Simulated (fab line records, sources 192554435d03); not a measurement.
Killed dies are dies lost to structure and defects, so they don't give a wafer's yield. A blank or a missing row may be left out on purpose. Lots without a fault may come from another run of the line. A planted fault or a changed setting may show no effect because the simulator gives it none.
fab line records | flow n5_finfet | part 2 of 2: steps 5 to 6 of 6
record lots=23 wafers=69 last_day=18
route steps=1938 shown BEOL_M6@1236 BEOL_M7@1297
lots that met no fault: from a run of the same line without faults
start_h: hours from the record's first day to the start of the lot's first wafer shown | wait_h: hours since the lot's step before | " the same as in the row above | L1.1+2: a row that stands for several wafers | - no value, or no start given | * or withheld: withheld | < > ~ a bound
route shown NAME@n: a module of which the file shows steps, and the number in the route of the first | usual: mean/standard deviation of fault-free wafers | same: alike in all rows | chamber/n: place in a boat | sites: the reading at each site | _std_site: their standard deviation | _edge_site: outer sites' mean less inner sites' | radius_mm: how far each site lies from the wafer's centre | mask NAME#n: copy n | behind: the tool/chamber that last shaped the wafer | hold: why the lot was held/for how many hours/how that ended | device: the transistor (n, p or np) that didn't switch | end of line: the same wafers' tests at the end of the route | a step without rows: its recipe alone | killed: dies lost to structure and defects at the first sort, not the wafer's yield | map: a wafer's dies, x killed, . not, _ none there
set.NAME: the setting as run; set.NAME@STEP: as run at that earlier step | model.NAME: the simulator's own value behind a step, which no gauge read
steps of the route over a sample of lots; a table a step, a row a wafer
services: from which hour (start_h, from the record's first day; less than 0 if before it) a tool's chamber was out of use, for how many hours, and why
## steps
# step N5_BEOL_M7_DESCUM_33
# recipe chemistry=O2 time_s=7 source_power_w=50 bias_power_w=20 pressure_mtorr=20 rf_frequency_hz=2.712e+07 temp_c=40 resist=CAR-EUV o2_flow_sccm=225
# usual drypump_motor_current_A=5.9/0.32 o2_flow_sccm=225.0/0.65 oes_product_au=0.81/0.1 rf_vpp_V=243.2/1.1 showerhead_plenum_p_Torr=2.10/0.053 throttle_valve_pct=20.43/0.27
# same time_s=7
# columns lot.wafer tool chamber start_h wait_h drypump_motor_current_A o2_flow_sccm oes_product_au rf_hours_counter_h rf_vpp_V showerhead_plenum_p_Torr throttle_valve_pct
L074.2 rie_diel-05 0 194.18 0.0 6.1 224.8 0.87 46 243.1 2.13 20.58
L074.3 " 2 " " 5.5 224.7 0.82 66 243.4 2.13 20.37
L074.4 " 3 " " 6.0 225.0 0.71 224 242.8 2.16 20.44
L075.1 rie_diel-01 2 196.42 0.2 5.5 224.0 0.68 217 245.3 2.16 20.75
L075.2 " 1 " " 6.0 225.9 0.68 236 243.9 2.06 20.39
L075.3 " 3 " " 5.8 224.7 0.79 118 242.0 2.02 20.67
L076.1 rie_diel-01 2 200.16 0.0 5.5 225.5 0.68 218 244.5 2.16 20.76
L076.2 " 3 " " 5.8 224.8 0.79 119 243.1 2.02 20.67
L076.5 " 2 " " 5.5 225.5 0.68 - 243.9 2.16 20.76
L077.3 rie_diel-02 1 207.49 0.0 6.4 224.0 0.74 184 243.2 2.07 20.67
L077.4 " 0 " " 5.4 225.5 0.79 89 242.2 2.10 20.34
L077.6 " 0 " " 5.4 225.5 0.80 - 244.1 2.10 20.33
L078.4 rie_diel-05 2 214.43 0.0 5.5 226.3 0.81 - 243.6 2.12 20.38
L078.5 " 3 " " 6.0 225.9 0.70 - 244.6 2.16 20.48
L078.6 " 0 " " 6.1 224.8 0.86 - 242.0 2.13 20.60
L080.1 rie_diel-02 2 225.22 0.0 6.3 225.0 0.94 21 243.5 2.13 20.45
L080.3 " 0 " " 5.4 225.1 0.79 95 242.2 2.10 20.34
L080.4 " 1 " " 6.4 224.9 0.73 189 242.2 2.07 20.65
L079.2 rie_diel-01 0 229.27 0.1 6.3 224.5 0.97 4 245.0 2.15 19.98
L079.3 " 2 " " 5.5 225.0 0.67 230 243.9 2.15 20.78
L079.6 " 0 " " 6.3 225.3 0.98 - 244.1 2.15 19.98
L081.1 rie_diel-01 2 237.00 0.0 5.5 224.6 0.67 233 247.8 2.15 20.78
L081.2 " 0 " " 6.3 225.2 0.97 6 243.6 2.15 20.01
L081.6 " 0 " " 6.3 223.9 0.96 - 243.4 2.15 19.99
L082.2 rie_diel-01 3 240.23 0.0 5.8 224.6 0.77 134 242.6 2.01 20.67
L082.4 " 0 " " 6.3 225.3 0.96 - 243.7 2.15 19.98
L082.5 " 2 " " 5.5 225.8 0.67 - 244.4 2.15 20.77
L084.1 rie_diel-01 2 248.37 0.0 5.5 226.2 0.66 237 244.2 2.15 20.80
L084.5 " 3 " " 5.8 225.2 0.77 - 241.2 2.01 20.69
L084.6 " 0 " " 6.4 224.8 0.94 - 244.2 2.14 20.01
L083.3 rie_diel-02 3 253.51 0.0 5.7 225.9 0.72 168 243.3 2.09 20.22
L083.4 " 0 " " 5.4 225.6 0.79 102 243.5 2.10 20.36
L083.5 " 2 " " 6.3 225.0 0.91 - 243.9 2.13 20.47
L085.2 rie_diel-01 2 256.84 0.2 5.5 225.3 0.66 240 242.5 2.15 20.79
L085.4 " 3 " " 5.8 222.7 0.78 139 241.6 2.01 20.70
L085.5 " 2 " " 5.5 223.8 0.66 - 244.4 2.15 20.79
L086.2 rie_diel-01 1 266.32 0.2 5.9 224.2 0.96 4 242.6 2.05 20.09
L086.3 " 3 " " 5.8 224.9 0.77 143 242.0 2.01 20.70
L086.6 " 3 " " 5.8 224.0 0.77 - 241.4 2.01 20.70
L087.2 rie_diel-05 1 281.88 0.1 5.9 223.9 0.84 65 243.8 2.12 20.06
L087.3 " 0 " " 6.1 224.4 0.83 72 243.4 2.13 20.61
L087.5 " 2 " " 5.5 224.9 0.79 - 243.5 2.12 20.43
L088.1 rie_diel-02 2 282.28 0.3 6.3 224.7 0.90 39 244.1 2.13 20.46
L088.4 " 1 " " 6.4 224.1 0.71 206 243.0 2.07 20.68
L088.5 " 1 " " 6.4 224.5 0.71 - 242.9 2.07 20.69
L090.2 rie_diel-02 3 284.10 0.0 5.6 224.9 0.71 178 244.9 2.08 20.23
L090.3 " 0 " " 5.4 223.9 0.77 112 243.0 2.10 20.37
L090.5 " 2 " " 6.3 224.1 0.89 - 244.0 2.13 20.49
L092.1 rie_diel-01 0 287.66 0.0 6.3 226.1 0.92 23 243.9 2.14 20.03
L092.2 " 3 " " 5.8 225.6 0.77 149 242.7 2.01 20.71
L092.3 " 1 " " 5.9 225.6 0.95 11 241.2 2.05 20.11
L089.2 rie_diel-05 1 288.29 0.3 5.9 224.0 0.84 68 243.9 2.12 20.07
L089.3 " 0 " " 6.1 225.5 0.83 75 243.7 2.12 20.64
L089.6 " 1 " " 5.9 224.5 0.85 - 243.6 2.12 20.08
L091.1 rie_diel-01 1 290.17 0.0 6.0 225.0 0.94 11 242.1 2.05 20.11
L091.4 " 2 " " 5.5 225.2 0.66 250 244.8 2.15 20.81
L091.5 " 3 " " 5.8 225.4 0.76 - 242.7 2.01 20.72
L094.1 rie_diel-05 2 312.18 0.1 5.5 224.2 0.78 103 242.0 2.11 20.43
L094.4 " 1 " " 5.9 225.1 0.83 77 242.8 2.11 20.09
L094.5 " 3 " " 6.0 224.3 0.94 - 244.0 2.15 20.13
L093.3 rie_diel-01 3 312.92 0.2 5.8 225.5 0.76 158 243.1 2.00 20.73
L093.5 " 3 " " 5.8 225.7 0.76 - 240.7 2.00 20.73
L093.6 " 2 " " 5.5 225.7 1.00 - 245.7 2.15 20.41
L096.1 rie_diel-01 2 334.73 0.1 5.5 225.1 0.98 7 243.3 2.15 20.39
L096.2 " 1 " " 5.9 225.5 0.91 26 242.3 2.04 20.13
L096.4 " 3 " " 5.8 224.8 0.75 163 241.9 2.00 20.72
L097.2 rie_diel-01 3 344.88 0.0 5.8 224.9 0.75 166 241.5 2.00 20.73
L097.4 " 0 " " 6.3 226.4 0.89 38 243.2 2.13 20.05
L097.5 " 1 " " 5.9 225.2 0.90 - 242.7 2.04 20.14
# step N5_BEOL_M7_ETCH_41
# recipe chemistry=CH3F/O2 target=SiCN target_depth_a=319 taper_deg=2 time_s=57.8 ion_energy_ev=120 mask_material=TiN pressure_mtorr=30 source_w=395 bias_w=75 Ar_flow_sccm=150 CH3F_flow_sccm=30 O2_flow_sccm=20
# usual drypump_motor_current_A=5.9/0.32 oes_product_au=0.81/0.1 rf_vpp_V=297.5/1.2 showerhead_plenum_p_Torr=2.00/0.048 throttle_valve_pct=16.31/0.27
# same time_s=57.8
# columns lot.wafer tool chamber start_h wait_h drypump_motor_current_A oes_product_au rf_hours_counter_h rf_vpp_V showerhead_plenum_p_Torr throttle_valve_pct
L074.2 rie_diel-05 0 - - 6.1 0.88 46 297.7 2.04 16.39
L074.3 " 2 " " 5.5 0.81 66 298.4 2.02 16.15
L074.4 " 3 " " 6.0 0.70 224 298.6 2.06 16.38
L075.1 rie_diel-01 2 - - 5.5 0.68 217 300.3 2.06 16.62
L075.2 " 1 " " 5.9 0.68 236 298.6 1.97 16.40
L075.3 " 3 " " 5.8 0.79 118 295.5 1.92 16.51
L076.1 rie_diel-01 2 - - 5.5 0.68 219 297.0 2.05 16.60
L076.2 " 3 " " 5.8 0.78 119 295.2 1.92 16.52
L076.5 " 2 " " 5.5 0.68 - 298.2 2.05 16.61
L077.3 rie_diel-02 1 - - 6.4 0.73 184 296.3 1.99 16.58
L077.4 " 0 " " 5.5 0.79 89 297.3 2.02 16.27
L077.6 " 0 " " 5.5 0.80 - 297.0 2.02 16.25
L078.4 rie_diel-05 2 - - 5.5 0.81 - 297.7 2.02 16.19
L078.5 " 3 " " 6.0 0.70 - 297.6 2.06 16.40
L078.6 " 0 " " 6.2 0.87 - 297.7 2.03 16.41
L080.1 rie_diel-02 2 - - 6.3 0.93 21 298.1 2.04 16.32
L080.3 " 0 " " 5.4 0.81 95 298.0 2.02 16.28
L080.4 " 1 " " 6.3 0.72 189 297.1 1.99 16.60
L079.2 rie_diel-01 0 - - 6.3 0.98 4 299.9 2.05 15.81
L079.3 " 2 " " 5.5 0.67 230 297.1 2.05 16.64
L079.6 " 0 " " 6.3 0.98 - 299.2 2.05 15.82
L081.1 rie_diel-01 2 - - 5.5 0.67 233 298.1 2.05 16.66
L081.2 " 0 " " 6.3 0.97 7 297.3 2.05 15.83
L081.6 " 0 " " 6.3 0.97 - 298.8 2.05 15.83
L082.2 rie_diel-01 3 - - 5.8 0.77 134 295.7 1.92 16.54
L082.4 " 0 " " 6.3 0.95 - 298.2 2.05 15.83
L082.5 " 2 " " 5.5 0.67 - 298.9 2.05 16.64
L084.1 rie_diel-01 2 - - 5.5 0.67 237 297.0 2.05 16.65
L084.5 " 3 " " 5.8 0.77 - 294.3 1.92 16.54
L084.6 " 0 " " 6.3 0.94 - 298.8 2.04 15.83
L083.3 rie_diel-02 3 - - 5.7 0.73 169 297.2 2.00 16.14
L083.4 " 0 " " 5.4 0.79 103 298.9 2.02 16.31
L083.5 " 2 " " 6.3 0.91 - 297.6 2.04 16.35
L085.2 rie_diel-01 2 - - 5.5 0.67 240 298.8 2.05 16.65
L085.4 " 3 " " 5.8 0.78 140 296.3 1.92 16.55
L085.5 " 2 " " 5.5 0.67 - 299.1 2.05 16.66
L086.2 rie_diel-01 1 - - 5.9 0.96 4 296.3 1.97 16.01
L086.3 " 3 " " 5.8 0.76 143 296.7 1.92 16.57
L086.6 " 3 " " 5.8 0.77 - 296.1 1.92 16.55
L087.2 rie_diel-05 1 - - 5.9 0.85 66 299.0 2.03 16.00
L087.3 " 0 " " 6.1 0.83 72 298.2 2.03 16.44
L087.5 " 2 " " 5.5 0.79 - 297.6 2.02 16.24
L088.1 rie_diel-02 2 - - 6.3 0.90 39 299.0 2.04 16.36
L088.4 " 1 " " 6.4 0.71 206 297.5 1.98 16.62
L088.5 " 1 " " 6.3 0.71 - 296.7 1.98 16.63
L090.2 rie_diel-02 3 - - 5.6 0.72 178 298.4 1.99 16.16
L090.3 " 0 " " 5.4 0.77 112 296.4 2.01 16.32
L090.5 " 2 " " 6.3 0.89 - 298.0 2.04 16.36
L092.1 rie_diel-01 0 - - 6.3 0.91 23 297.4 2.04 15.86
L092.2 " 3 " " 5.8 0.76 149 296.2 1.91 16.60
L092.3 " 1 " " 5.9 0.94 11 296.5 1.96 16.01
L089.2 rie_diel-05 1 - - 5.8 0.84 69 297.5 2.03 16.00
L089.3 " 0 " " 6.1 0.84 76 296.8 2.03 16.44
L089.6 " 1 " " 5.9 0.84 - 296.8 2.03 16.00
L091.1 rie_diel-01 1 - - 5.9 0.94 11 296.6 1.96 16.02
L091.4 " 2 " " 5.5 0.66 250 298.0 2.04 16.68
L091.5 " 3 " " 5.8 0.76 - 296.7 1.91 16.58
L094.1 rie_diel-05 2 - - 5.5 0.78 103 298.0 2.01 16.23
L094.4 " 1 " " 5.9 0.83 77 297.6 2.02 16.03
L094.5 " 3 " " 6.0 0.94 - 298.4 2.05 15.98
L093.3 rie_diel-01 3 - - 5.8 0.76 158 294.6 1.91 16.58
L093.5 " 3 " " 5.8 0.76 - 296.0 1.91 16.59
L093.6 " 2 " " 5.5 1.00 - 297.8 2.04 16.19
L096.1 rie_diel-01 2 - - 5.5 0.98 7 297.5 2.04 16.21
L096.2 " 1 " " 5.9 0.90 26 295.3 1.96 16.05
L096.4 " 3 " " 5.8 0.75 163 295.6 1.91 16.60
L097.2 rie_diel-01 3 - - 5.8 0.75 166 294.2 1.91 16.60
L097.4 " 0 " " 6.3 0.88 38 299.5 2.04 15.89
L097.5 " 1 " " 5.9 0.90 - 297.6 1.96 16.03
## services
# columns tool chamber start_h hours kind
rie_diel-02 3 191.01 10.1 repair
rie_diel-01 0 196.11 - clean
rie_diel-01 0 196.11 - consumable_replace:focus_ring
rie_diel-01 0 196.11 21.7 scheduled_down
rie_diel-01 0 196.11 21.7 vent_cycle
rie_diel-05 1 210.89 6.7 repair
rie_diel-06 3 226.21 11.0 repair
rie_diel-01 1 233.89 - clean
rie_diel-01 1 233.89 - consumable_replace:focus_ring
rie_diel-01 1 233.89 18.3 scheduled_down
rie_diel-01 1 233.89 18.3 vent_cycle
rie_diel-02 - 275.29 0.6 repair
rie_diel-03 2 276.78 12.1 repair
rie_diel-01 2 290.98 - clean
rie_diel-01 2 290.98 - consumable_replace:focus_ring
rie_diel-01 2 290.98 20.7 scheduled_down
rie_diel-01 2 290.98 20.7 vent_cycle
rie_diel-02 - 303.01 0.5 repair
rie_diel-01 0 311.36 5.4 repair
rie_diel-03 1 329.69 7.5 repair
rie_diel-03 3 332.74 11.1 repair
rie_diel-01 - 338.55 0.3 repair
rie_diel-06 0 338.64 15.8 repair
rie_diel-03 - 344.70 2.8 pm
